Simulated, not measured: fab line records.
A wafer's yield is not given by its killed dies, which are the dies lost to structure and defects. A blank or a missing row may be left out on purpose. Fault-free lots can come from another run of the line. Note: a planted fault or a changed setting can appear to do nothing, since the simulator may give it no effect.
fab line records	flow n5-finfet
record: lots: 7	wafers: 21
route steps=1938 shown SD_EPI_P@321 SD_ACTIVATION@330 HKMG_FIN@390 GATE_CUT@480 MOL_CONTACT_COAG@559
start-h: hours from the record's opening day to when the first of the lot's shown wafers began	wait-h: hours elapsed since this lot's preceding step	" same as the row above	L1.1+2: a row that stands for several wafers	- no value, or no start given	* or withheld: withheld	< > ~ a bound
route shown NAME@n: a module of which the file shows steps, and the number in the route of the first	usual: mean and standard deviation over wafers with no fault	same: alike in all rows	chamber/n: place in a boat	sites: each site's reading	_std_site: the standard deviation of these	_edge_site: the outer-site mean with the inner-site mean subtracted	radius-mm: for every site, how far away it sits from the centre of the wafer	mask NAME#n: copy n	behind: the most recent tool/chamber to have shaped the wafer	hold: the reason the lot was held/the length of the hold in hours/how it ended	device: whichever transistor did not switch (one of n, p or np)	end of line: at the end of the route, the tests of the same wafers	for a step that has no rows: nothing shown but its recipe	killed: dies lost to structure and defects at the first sort, not the wafer's yield	map: shows each die of a wafer: x if killed, . if not, _ if none is there
set.NAME: the setting that was run; set.NAME@STEP: the one run at that earlier step	model.NAME: the simulator's own value behind a step, which no gauge read
lots with deliberately changed settings; one table per step, one row per wafer
== steps ==
step: N5_SD_EPI_P_EPI_21
recipe: material: SiGe:B	dopant: B	temp-c: 550	pressure-torr: 20	ambient: H2	time-s: 355
lot.wafer	tool	chamber	start-h	wait-h	set.time-s	model.SiGe-B_of_SD_EPI_P_EPI_21.thk-nm
L078.1	epi-rpcvd-01	0	84.98	0.1	419.3	68.4
L078.2	"	0	"	"	419.3	67.4
L078.6	"	0	86.78	1.8	419.3	67.6
L080.1	epi-rpcvd-01	0	91.74	0.1	408.5	67.4
L080.2+6	"	0	"	"	355	60.4
L092.1+3	epi-rpcvd-04	0	168.69	0.2	355	59.8
L092.4	"	0	170.13	1.5	355	60.2
L093.2	epi-rpcvd-03	0	173.50	0.6	388.3	64.4
L093.5	"	0	174.94	2.0	355	61.6
L093.6	"	0	"	"	355	61
L094.3	epi-rpcvd-03	0	177.73	1.1	317.2	56.8
L094.4	"	0	"	"	355	61
L094.5	"	0	"	"	355	61.6
L096.1+5	epi-rpcvd-01	0	190.24	0.1	355	61.6
L096.6	"	0	192.04	1.8	355	61.2
L097.2	epi-rpcvd-03	0	193.14	0.5	355	61
L097.4	"	0	"	"	306.3	55.4
L097.5	"	0	"	"	306.3	55
step: N5_SD_EPI_P_EPI_MEAS_23
recipe: mode: xrd
usual: thk-nm: 60.9/1.2
lot.wafer	tool	chamber	start-h	wait-h	set.time-s@SD_EPI_P_EPI_21	thk-nm
L078.1	film-metro-01	-	87.17	1.8	419.3	67.7
L078.2	"	-	"	"	419.3	67.3
L078.6	"	-	"	"	419.3	67.1
L080.1	film-metro-02	-	93.94	1.8	408.5	67.0
L080.2	"	-	"	"	355	59.9
L080.6	"	-	"	"	355	61.1
L092.1	film-metro-02	-	171.61	2.4	355	61.4
L092.3	"	-	"	"	355	60.5
L092.4	"	-	"	"	355	60.5
L093.2	film-metro-01	-	175.93	2.0	388.3	63.3
L093.5	"	-	"	"	355	62.2
L093.6	"	-	"	"	355	62.0
L094.3	film-metro-01	-	179.70	1.5	317.2	56.6
L094.4	"	-	"	"	355	61.4
L094.5	"	-	"	"	355	60.8
L096.1	film-metro-01	-	192.43	1.8	355	61.3
L096.5	"	-	"	"	355	60.7
L096.6	"	-	"	"	355	60.5
L097.2	film-metro-01	-	194.98	1.5	355	61.1
L097.4	"	-	"	"	306.3	56.4
L097.5	"	-	"	"	306.3	55.8
step: N5_SD_EPI_P_HM_STRIP_48
recipe: chemistry: H3PO4	temp-c: 160	material: SiNx	target: SiNx	target-depth-a: 30	overetch-fraction: 0.3
lot.wafer	tool	chamber	start-h	wait-h	set.time-s@SD_EPI_P_EPI_21	model.SiGe-B_of_SD_EPI_P_EPI_21.thk-nm
L078.1	wet-bench-04	3	87.21	0.0	419.3	68.2
L078.2	"	4	"	"	419.3	67
L078.6	"	0	"	"	419.3	67.2
L080.1	wet-bench-04	5	93.98	0.0	408.5	67
L080.2	"	7	"	"	355	60.2
L080.6	"	0	"	"	355	60
L092.1	wet-bench-05	6	171.65	0.0	355	59.4
L092.3	"	4	"	"	355	59.6
L092.4	"	3	"	"	355	60
L093.2	wet-bench-05	5	175.97	0.0	388.3	64
L093.5	"	2	"	"	355	61.4
L093.6	"	4	"	"	355	60.8
L094.3	wet-bench-04	6	179.74	0.0	317.2	56.6
L094.4	"	4	"	"	355	60.8
L094.5	"	5	"	"	355	61.4
L096.1+5	wet-bench-05	4,3	192.47	0.0	355	61.2
L096.6	"	5	"	"	355	60.8
L097.2	wet-bench-01	6	195.01	0.0	355	60.6
L097.4	"	5	"	"	306.3	55.2
L097.5	"	1	"	"	306.3	54.8
step: N5_SD_EPI_P_SRD_49
recipe: dry: ipa-marangoni	time-s: 30	temp-c: 23	rinse-liquid: diw
step: N5_SD_EPI_P_PRECLEAN_24
recipe: chemistry: O3/DIW	time-s: 45	temp-c: 22	o3-ppm: 10
step: N5_SD_ACTIVATION_RTA_00
recipe: temp-c: 975	time-s: 0	ambient: N2	idle-temp-c: 600	ramp-up-c-per-s: 150	ramp-down-c-per-s: 60	cool-to-c: 600
step: N5_SD_ACTIVATION_LSA_01
recipe: temp-c: 1080	time-s: 0.0008	ambient: N2
step: N5_SD_ACTIVATION_RS_MEAS_03
recipe: thk-meas-gauge: four-point-probe
usual: RS_SD_N: 21.89/0.25	RS_SD_P: 56.1/0.93
lot.wafer	tool	chamber	start-h	wait-h	set.time-s@SD_EPI_P_EPI_21	RS_SD_N[ohm/sq]	RS_SD_P[ohm/sq]
L078.1	film-metro-02	-	87.78	0.2	419.3	22.07	49.5
L078.2	"	-	"	"	419.3	22.08	50.6
L078.6	"	-	"	"	419.3	21.78	50.7
L080.1	film-metro-02	-	94.57	0.2	408.5	21.84	50.9
L080.2	"	-	"	"	355	21.79	56.3
L080.6	"	-	"	"	355	21.95	56.6
L092.1	film-metro-01	-	172.22	0.2	355	22.48	57.5
L092.3	"	-	"	"	355	21.88	57.5
L092.4	"	-	"	"	355	22.11	57.2
L093.2	film-metro-02	-	176.56	0.2	388.3	21.62	53.0
L093.5	"	-	"	"	355	21.55	54.9
L093.6	"	-	"	"	355	21.46	55.3
L094.3	film-metro-02	-	180.37	0.2	317.2	22.11	59.8
L094.4	"	-	"	"	355	22.12	55.8
L094.5	"	-	"	"	355	21.99	54.5
L096.1	film-metro-02	-	193.04	0.2	355	21.49	55.2
L096.5	"	-	"	"	355	21.47	55.0
L096.6	"	-	"	"	355	21.56	55.7
L097.2	film-metro-01	-	195.60	0.2	355	21.72	56.7
L097.4	"	-	"	"	306.3	21.93	62.2
L097.5	"	-	"	"	306.3	21.79	63.3
step: N5_HKMG_FIN_COAT_41
recipe: resist: SOC	temp-c: 250	time-s: 60	spin-rpm: 1500	resist-thk-nm: 300
lot.wafer	tool	chamber	start-h	wait-h	set.spin-rpm	model.SOC_of_HKMG_FIN_COAT_41.thk-nm
L078.1	litho-track-02	0	102.07	-	1448	305
L078.2	"	0	"	"	1500	299
L078.6	"	0	"	"	1448	304.6
L080.1+2	litho-track-02	0	108.11	-	1500	300.4
L080.6	"	0	"	"	1353	316
L092.1	litho-track-03	0	184.96	-	1550	294.2
L092.3	"	0	"	"	1500	300
L092.4	"	0	"	"	1500	299
L093.2	litho-track-02	0	189.13	-	1572	292.8
L093.5	"	0	"	"	1500	299.2
L093.6	"	0	"	"	1500	300
L094.3+4	litho-track-02	0	194.78	-	1500	299
L094.5	"	0	"	"	1500	298.4
L096.1	litho-track-04	0	205.74	-	1500	300
L096.5	"	0	"	"	1500	298.8
L096.6	"	0	"	"	1500	299.6
L097.2	litho-track-02	0	208.35	-	1500	299.4
L097.4	"	0	"	"	1500	300.2
L097.5	"	0	"	"	1500	300.4
step: N5_HKMG_FIN_EXPOSE_46
recipe: mask-id: NDIPOLE	na: 1.35	source-shape: conventional	sigma-outer: 0.8	polarization: unpolarized	dose-mj: 40
lot.wafer	tool	chamber	start-h	wait-h	mask	set.dose-mj
L078.1	arfi-scanner-01	0	102.31	-	NDIPOLE#0	40
L078.2+6	"	0	"	"	NDIPOLE#0	37.57
L080.1+2+6	arfi-scanner-01	0	108.36	-	NDIPOLE#0	40
L092.1+3	arfi-scanner-01	0	185.20	-	NDIPOLE#0	40
L092.4	"	0	"	"	NDIPOLE#0	41.24
L093.2+6	arfi-scanner-03	0	189.38	-	NDIPOLE#0	41.48
L093.5	"	0	"	"	NDIPOLE#0	40
L094.3+4	arfi-scanner-01	0	195.04	-	NDIPOLE#0	40
L094.5	"	0	"	"	NDIPOLE#0	41.06
L096.1+5+6	arfi-scanner-01	0	205.98	-	NDIPOLE#0	40
L097.2+5	arfi-scanner-03	0	208.60	-	NDIPOLE#0	40
L097.4	"	0	"	"	NDIPOLE#0	38.97
step: N5_HKMG_FIN_PEB_47
recipe: peb-temp-c: withheld	peb-time-s: 60	resist: CAR-ArF
step: N5_HKMG_FIN_DEVELOP_48
recipe: develop-time-s: 30	developer: TMAH	resist: CAR-ArF	rinse-liquid: diw	dry: air-spin	dev-temp-c: 23
step: N5_HKMG_FIN_CD_MEAS_49
recipe: target-cd-nm: 202	landing-energy-ev: 500	detector: se-inlens	polarity: opening
usual: cd-nm: 201.7/0.54
lot.wafer	tool	chamber	start-h	wait-h	set.dose-mj@HKMG_FIN_EXPOSE_46	cd-nm
L078.1	cd-sem-02	0	102.44	-	40	202.1
L078.2	"	0	"	"	37.57	197.8
L078.6	"	0	"	"	37.57	198.2
L080.1	cd-sem-03	0	108.48	-	40	202.9
L080.2	"	0	"	"	40	203.2
L080.6	"	0	"	"	40	202.3
L092.1	cd-sem-02	0	185.33	-	40	201.5
L092.3	"	0	"	"	40	200.8
L092.4	"	0	"	"	41.24	203.2
L093.2	cd-sem-03	0	189.50	-	41.48	204.2
L093.5	"	0	"	"	40	201.4
L093.6	"	0	"	"	41.48	203.6
L094.3	cd-sem-02	0	195.15	-	40	202.2
L094.4	"	0	"	"	40	201.6
L094.5	"	0	"	"	41.06	203.7
L096.1	cd-sem-01	0	206.10	-	40	201.7
L096.5	"	0	"	"	40	201.4
L096.6	"	0	"	"	40	202.0
L097.2	cd-sem-01	0	208.72	-	40	200.8
L097.4	"	0	"	"	38.97	200.2
L097.5	"	0	"	"	40	201.4
step: N5_HKMG_FIN_DESCUM_53
recipe: chemistry: O2	time-s: 7.9	source-power-w: 50	bias-power-w: 20	pressure-mtorr: 20	rf-frequency-hz: 2.712e+07	temp-c: 40	resist: CAR-ArF	o2-flow-sccm: 225
step: N5_HKMG_FIN_ETCH_54
recipe: chemistry: CF4	target: SiARC	target-depth-a: 455	mask-material: CAR-ArF	time-s: 75.8	ion-energy-ev: 80	pressure-mtorr: 40	source-w: 545	bias-w: 36	Ar_flow_sccm: 100	cf4-flow-sccm: 100	ends: cleared
lot.wafer	tool	chamber	start-h	wait-h	set.dose-mj@HKMG_FIN_EXPOSE_46	model.HKMG_FIN.cd-offset-nm
L078.1	rie-diel-06	3	102.56	0.0	40	0.2
L078.2+6	"	2,1	"	"	37.57	-3.8
L080.1+2	rie-diel-05	2,0	108.60	0.0	40	1.2
L080.6	"	1	"	"	40	0.2
L092.1	rie-diel-02	3	185.45	0.0	40	-0.4
L092.3	"	2	"	"	40	-1.2
L092.4	"	0	"	"	41.24	1.6
L093.2	rie-diel-06	2	189.62	0.0	41.48	2.4
L093.5	"	0	"	"	40	-0.4
L093.6	"	1	"	"	41.48	1.8
L094.3	rie-diel-06	1	195.82	0.0	40	-0.2
L094.4	"	0	"	"	40	-0.6
L094.5	"	2	"	"	41.06	2
L096.1	rie-diel-02	2	206.26	0.0	40	0
L096.5	"	3	"	"	40	-0.4
L096.6	"	2	"	"	40	0.2
L097.2	rie-diel-02	0	208.84	0.0	40	-1.4
L097.4	"	2	"	"	38.97	-1.8
L097.5	"	1	"	"	40	-0.6
step: N5_HKMG_FIN_ETCH_55
recipe: chemistry: N2/H2	target: SOC	target-depth-a: 2400	temp-c: 40	time-s: 300	ion-energy-ev: 200	mask-material: SiARC	pressure-mtorr: 30	source-w: 840	bias-w: 150	n2-flow-sccm: 200	h2-flow-sccm: 200
lot.wafer	tool	chamber	start-h	wait-h	set.dose-mj@HKMG_FIN_EXPOSE_46	model.HKMG_FIN.cd-offset-nm
L078.1	rie-diel-06	3	102.62	0.0	40	0.6
L078.2	"	2	"	"	37.57	-3.6
L078.6	"	1	"	"	37.57	-3.2
L080.1	rie-diel-05	2	108.66	0.0	40	1.2
L080.2	"	0	"	"	40	1.6
L080.6	"	1	"	"	40	0
L092.1	rie-diel-02	3	185.51	0.0	40	-0.4
L092.3	"	2	"	"	40	-1.2
L092.4	"	0	"	"	41.24	1.6
L093.2	rie-diel-06	2	189.68	0.0	41.48	2.4
L093.5	"	0	"	"	40	0
L093.6	"	1	"	"	41.48	2
L094.3	rie-diel-06	1	195.87	0.0	40	0.4
L094.4	"	0	"	"	40	-0.4
L094.5	"	2	"	"	41.06	1.8
L096.1+5	rie-diel-02	2,3	206.31	0.0	40	-0.2
L096.6	"	2	"	"	40	0
L097.2	rie-diel-02	0	208.90	0.0	40	-1.2
L097.4	"	2	"	"	38.97	-1.8
L097.5	"	1	"	"	40	-0.6
step: N5_GATE_CUT_COAT_27
recipe: resist: underlayer	temp-c: 205	time-s: 60	spin-rpm: 1500	resist-thk-nm: 10
lot.wafer	tool	chamber	start-h	wait-h	set.spin-rpm
L078.1+2+6	litho-track-04	0	-	-	1500
L080.1+6	litho-track-01	0	-	-	1640
L080.2	"	0	"	"	1500
L092.1+3+4	litho-track-05	0	-	-	1500
L093.2+5	litho-track-04	0	-	-	1500
L093.6	"	0	"	"	1638
L094.3	litho-track-01	0	-	-	1617
L094.4+5	"	0	"	"	1500
L096.1+5+6	litho-track-04	0	-	-	1500
L097.2+4+5	litho-track-01	0	-	-	1500
step: N5_GATE_CUT_DESCUM_18
recipe: chemistry: O2	time-s: 7	source-power-w: 50	bias-power-w: 20	pressure-mtorr: 20	rf-frequency-hz: 2.712e+07	temp-c: 40	resist: CAR-EUV	o2-flow-sccm: 225
lot.wafer	tool	chamber	start-h	wait-h	set.time-s	model.CAR-EUV_of_GATE_CUT_COAT_07.thk-nm
L078.1	rie-diel-04	1	118.13	1.2	7	26.2
L078.2	"	2	"	"	6.539	26.4
L078.6	"	0	"	"	6.539	26.2
L080.1+2+6	rie-diel-03	3,0,3	120.69	0.4	6.397	26.4
L092.1+4	rie-diel-03	2,1	197.12	0.1	7.966	25.6
L092.3	"	0	"	"	7	26
L093.2+5+6	rie-diel-01	2,1,2	202.19	0.1	7	26
L094.3	rie-diel-04	2	207.31	0.0	6.428	26.6
L094.4	"	0	"	"	7	26.2
L094.5	"	1	"	"	6.428	26.4
L096.1+5+6	rie-diel-03	3,2,3	217.86	0.0	7	26
L097.2+4	rie-diel-01	1,3	220.51	0.1	7	26.2
L097.5	"	2	"	"	8.047	25.6
step: N5_GATE_CUT_ETCH_28
recipe: chemistry: N2/H2	target: underlayer	target-depth-a: 130	mask-material: CAR-EUV	time-s: 10.4	ion-energy-ev: 200	pressure-mtorr: 30	source-w: 840	bias-w: 150	n2-flow-sccm: 200	h2-flow-sccm: 200	ends: cleared
lot.wafer	tool	chamber	start-h	wait-h	set.spin-rpm@GATE_CUT_COAT_27	model.etch.depth-nm
L078.1	rie-diel-04	1	118.17	0.0	1500	9.99
L078.2	"	2	"	"	1500	9.961
L078.6	"	0	"	"	1500	9.953
L080.1	rie-diel-03	3	120.73	0.0	1640	9.617
L080.2	"	0	"	"	1500	10
L080.6	"	3	"	"	1640	9.605
L092.1+3	rie-diel-03	2,0	197.15	0.0	1500	10.01
L092.4	"	1	"	"	1500	10.03
L093.2	rie-diel-01	2	202.22	0.0	1500	10.02
L093.5	"	1	"	"	1500	10
L093.6	"	2	"	"	1638	9.573
L094.3	rie-diel-04	2	207.34	0.0	1617	9.7
L094.4+5	"	0,1	"	"	1500	10.03
L096.1	rie-diel-03	3	217.89	0.0	1500	10.03
L096.5	"	2	"	"	1500	10.04
L096.6	"	3	"	"	1500	10.06
L097.2	rie-diel-01	1	220.55	0.0	1500	10.01
L097.4	"	3	"	"	1500	10.02
L097.5	"	2	"	"	1500	9.979
step: N5_MOL_CONTACT_COAG_ALD_27
recipe: material: SiOC	target-thk-a: 170	temp-c: 400	ald-precursor-family: carbosiloxane	ald-co-reactant: H2-plasma	pulse-time-s: 1.5	time-s: 2720	purge-time-s: 2	co-reactant-purge-time-s: 2	ald-cycles: 340	pressure-torr: 2
lot.wafer	tool	chamber	start-h	wait-h	set.time-s	model.SiOC_of_MOL_CONTACT_COAG_ALD_27.thk-nm
L078.1+2	ald-sin-02	2,0	129.50	0.2	2720	17
L078.6	"	2	"	"	2526	15.8
L080.1	ald-sin-02	2	133.21	0.0	2512	15.8
L080.2	"	3	"	"	2720	17
L080.6	"	0	"	"	2720	17.2
L092.1+4	ald-sin-04	3,0	209.38	0.0	2720	17
L092.3	"	1	"	"	2218	14
L093.2+6	ald-sin-04	2,3	213.92	0.0	2720	17.2
L093.5	"	2	"	"	2720	17
L094.3+4	ald-sin-02	1,3	220.08	0.4	2720	17
L094.5	"	1	"	"	3323	17
L096.1+5+6	ald-sin-03	0,0,1	227.00	0.0	2720	17
L097.2	ald-sin-04	2	230.88	0.0	2720	17
L097.4+5	"	0	"	"	2274	14.2
step: N5_MOL_CONTACT_COAG_COAT_76
recipe: resist: SiARC	temp-c: 220	time-s: 60	spin-rpm: 1500	resist-thk-nm: 10
lot.wafer	tool	chamber	start-h	wait-h	set.spin-rpm	model.SiARC_of_MOL_CONTACT_COAG_COAT_76.thk-nm
L078.1+2	litho-track-02	0	-	-	1500	10
L078.6	"	0	"	"	1585	9.6
L080.1+2+6	litho-track-02	0	-	-	1500	10
L092.1	litho-track-02	0	-	-	1500	10
L092.3	"	0	"	"	1361	10.6
L092.4	"	0	"	"	1361	10.4
L093.2+5+6	litho-track-02	0	-	-	1500	10
L094.3+4	litho-track-02	0	-	-	1440	10.2
L094.5	"	0	"	"	1500	10
L096.1+5+6	litho-track-02	0	-	-	1500	10
L097.2	litho-track-05	0	-	-	1500	10
L097.4+5	"	0	"	"	1550	9.8
step: N5_MOL_CONTACT_COAG_COAT_77
recipe: resist: underlayer	temp-c: 205	time-s: 60	spin-rpm: 1500	resist-thk-nm: 10
step: N5_MOL_CONTACT_COAG_COAT_78
recipe: resist: CAR-EUV	spin-rpm: 1500	resist-thk-nm: 40
step: N5_MOL_CONTACT_COAG_DESCUM_88
recipe: chemistry: O2	time-s: 7	source-power-w: 50	bias-power-w: 20	pressure-mtorr: 20	rf-frequency-hz: 2.712e+07	temp-c: 40	resist: CAR-EUV	o2-flow-sccm: 225
step: N5_MOL_CONTACT_COAG_ETCH_89
recipe: chemistry: N2/H2	target: underlayer	target-depth-a: 130	mask-material: CAR-EUV	time-s: 10.4	ion-energy-ev: 200	pressure-mtorr: 30	source-w: 840	bias-w: 150	n2-flow-sccm: 200	h2-flow-sccm: 200	ends: cleared
step: N5_MOL_CONTACT_COAG_ETCH_90
recipe: chemistry: CF4	target: SiARC	target-depth-a: 130	mask-material: CAR-EUV	time-s: 21.7	ion-energy-ev: 80	pressure-mtorr: 40	source-w: 545	bias-w: 36	Ar_flow_sccm: 100	cf4-flow-sccm: 100	ends: cleared
lot.wafer	tool	chamber	start-h	wait-h	set.spin-rpm@MOL_CONTACT_COAG_COAT_76	model.etch.depth-nm
L078.1	rie-diel-02	2	132.55	0.0	1500	9.993
L078.2	"	0	"	"	1500	10
L078.6	"	3	"	"	1585	9.664
L080.1	rie-diel-05	0	137.01	0.0	1500	10.04
L080.2	"	3	"	"	1500	10.01
L080.6	"	0	"	"	1500	10.02
L092.1	rie-diel-02	2	212.30	0.0	1500	9.978
L092.3	"	3	"	"	1361	10.55
L092.4	"	1	"	"	1361	10.48
L093.2	rie-diel-05	3	216.96	0.0	1500	10
L093.5	"	3	"	"	1500	9.977
L093.6	"	0	"	"	1500	9.996
L094.3+4	rie-diel-02	3,1	223.40	0.0	1440	10.2
L094.5	"	3	"	"	1500	9.997
L096.1	rie-diel-06	3	230.09	0.0	1500	10.02
L096.5	"	3	"	"	1500	9.975
L096.6	"	0	"	"	1500	9.991
L097.2	rie-diel-02	3	233.80	0.0	1500	9.977
L097.4	"	1	"	"	1550	9.801
L097.5	"	3	"	"	1550	9.793
step: N5_MOL_CONTACT_COAG_ALD_131
recipe: material: SiO2	target-thk-a: 50	temp-c: 100	ald-precursor-family: BDEAS	ald-co-reactant: O2-plasma	pulse-time-s: 1	co-reactant-pulse-time-s: 1	purge-time-s: 2	co-reactant-purge-time-s: 2	ald-cycles: 35	pressure-torr: 2
step: N5_MOL_CONTACT_COAG_ETCHBACK_132
recipe: chemistry: CHF3	target: SiO2	target-depth-a: 100	time-s: 6.7	ion-energy-ev: 200	pressure-mtorr: 30	source-w: 610	bias-w: 170	Ar_flow_sccm: 200	CHF3_flow_sccm: 50
step: N5_MOL_CONTACT_COAG_ETCH_91
recipe: chemistry: N2/H2	target: SOC	target-depth-a: 600	overetch-a: 210	mask-material: SiARC	temp-c: 40	time-s: 101.2	ion-energy-ev: 200	pressure-mtorr: 30	source-w: 840	bias-w: 150	n2-flow-sccm: 200	h2-flow-sccm: 200
lot.wafer	tool	chamber	start-h	wait-h	set.spin-rpm@MOL_CONTACT_COAG_COAT_76	model.SiARC_of_MOL_CONTACT_COAG_COAT_76.thk-nm
L078.1+2	rie-diel-06	0,2	132.84	0.0	1500	6
L078.6	"	2	"	"	1585	5.6
L080.1+6	rie-diel-06	2	137.30	0.0	1500	6
L080.2	"	1	"	"	1500	5.8
L092.1	rie-diel-05	1	212.79	0.0	1500	5.6
L092.3+4	"	3,2	"	"	1361	6.4
L093.2	rie-diel-05	3	217.25	0.0	1500	6
L093.5	"	1	"	"	1500	5.6
L093.6	"	2	"	"	1500	5.8
L094.3	rie-diel-02	2	223.72	0.0	1440	6.2
L094.4	"	0	"	"	1440	6
L094.5	"	1	"	"	1500	5.8
L096.1+6	rie-diel-06	0,2	230.38	0.0	1500	6
L096.5	"	1	"	"	1500	5.8
L097.2	rie-diel-05	2	234.09	0.0	1500	5.8
L097.4+5	"	3	"	"	1550	5.8
== key ==
split: step: N5_SD_EPI_P_EPI_21	setting: time-s	stated: 355	by: wafer
response: step: N5_SD_EPI_P_EPI_21	reading: model.SiGe-B_of_SD_EPI_P_EPI_21.thk-nm	change: +0.425	per: 1%	r: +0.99
response: step: N5_SD_EPI_P_EPI_MEAS_23	reading: thk-nm	change: *	per: 1%	r: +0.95
response: step: N5_SD_EPI_P_HM_STRIP_48	reading: model.SiGe-B_of_SD_EPI_P_EPI_21.thk-nm	change: +0.415	per: 1%	r: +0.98
response: step: N5_SD_ACTIVATION_RS_MEAS_03	reading: RS_SD_P	change: -0.385	per: 1%	r: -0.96
split: step: N5_HKMG_FIN_COAT_41	setting: spin-rpm	stated: 1500	by: wafer
response: step: N5_HKMG_FIN_COAT_41	reading: model.SOC_of_HKMG_FIN_COAT_41.thk-nm	change: -1.57	per: 1%	r: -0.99
split: step: N5_HKMG_FIN_EXPOSE_46	setting: dose-mj	stated: 40	by: wafer
response: step: N5_HKMG_FIN_CD_MEAS_49	reading: cd-nm	change: +0.647	per: 1%	r: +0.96
response: step: N5_HKMG_FIN_ETCH_54	reading: model.HKMG_FIN.cd-offset-nm	change: +0.669	per: 1%	r: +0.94
response: step: N5_HKMG_FIN_ETCH_55	reading: model.HKMG_FIN.cd-offset-nm	change: +0.636	per: 1%	r: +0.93
split: step: N5_GATE_CUT_COAT_27	setting: spin-rpm	stated: 1500	by: wafer
response: step: N5_GATE_CUT_ETCH_28	reading: model.etch.depth-nm	change: -0.0441	per: 1%	r: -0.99
split: step: N5_GATE_CUT_DESCUM_18	setting: time-s	stated: 7	by: wafer
response: step: N5_GATE_CUT_DESCUM_18	reading: model.CAR-EUV_of_GATE_CUT_COAT_07.thk-nm	change: -0.0336	per: 1%	r: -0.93
split: step: N5_MOL_CONTACT_COAG_ALD_27	setting: time-s	stated: 2720	by: wafer
response: step: N5_MOL_CONTACT_COAG_ALD_27	reading: model.SiOC_of_MOL_CONTACT_COAG_ALD_27.thk-nm	shape: bent	at-lowest: 14	at-stated: 17.04	at-highest: 17
split: step: N5_MOL_CONTACT_COAG_COAT_76	setting: spin-rpm	stated: 1500	by: wafer
response: step: N5_MOL_CONTACT_COAG_COAT_76	reading: model.SiARC_of_MOL_CONTACT_COAG_COAT_76.thk-nm	change: -0.0577	per: 1%	r: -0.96
response: step: N5_MOL_CONTACT_COAG_ETCH_90	reading: model.etch.depth-nm	change: -0.0572	per: 1%	r: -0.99
response: step: N5_MOL_CONTACT_COAG_ETCH_91	reading: model.SiARC_of_MOL_CONTACT_COAG_COAT_76.thk-nm	change: -0.075	per: 1%	r: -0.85
